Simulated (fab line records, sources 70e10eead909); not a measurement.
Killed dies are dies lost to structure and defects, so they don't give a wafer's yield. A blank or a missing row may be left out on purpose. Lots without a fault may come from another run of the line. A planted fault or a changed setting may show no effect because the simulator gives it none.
Chamber matching | flow nand_harc | NHARC_A_M0_PRE_CLEAN_31 on pecvd-01: 3 sister chambers
The step time 12 s. 3 wafers are shown with their chamber, then 7 later ones without.

WAFERS WITH THEIR CHAMBER
wafer  | chamber | heater_power_w (W)
L084.5 | 2       | 711
L088.1 | 0       | 658
L088.3 | 1       | 699

WAFERS WITHOUT THEIR CHAMBER
wafer  | heater_power_w (W)
L088.4 | 718
L090.1 | 683
L090.3 | 693
L090.4 | 693
L096.1 | 817
L096.3 | 683
L096.4 | 725

WHICH CHAMBER EACH WENT THROUGH
wafer  | from the rows above          | in truth
L088.4 | can't be placed: 2 or 1 or 0 | 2
L090.1 | can't be placed: 1 or 0 or 2 | 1
L090.3 | can't be placed: 1 or 2 or 0 | 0
L090.4 | can't be placed: 1 or 2 or 0 | 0
L096.1 | can't be placed: 2 or 1 or 0 | 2
L096.3 | can't be placed: 1 or 0 or 2 | 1
L096.4 | can't be placed: 2 or 1 or 0 | 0
Placed correctly: 0 of 7. Can't be placed from these rows: 7 (the true chamber is among the candidates in 7). Placed wrongly: 0.
How it was worked out, from the rows above alone: a wafer's distance from a chamber is the root of the sum, over the readings, of the square of ((its reading less the chamber's mean) divided by the reading's scatter). The wafer belongs to the nearest chamber; if the next one is less than 2 further off, it can't be placed. A chamber's mean is the mean of its shown wafers. The scatter: with one shown wafer a chamber, the root of the mean of the squares of how far each hidden wafer lies from its nearest shown one.
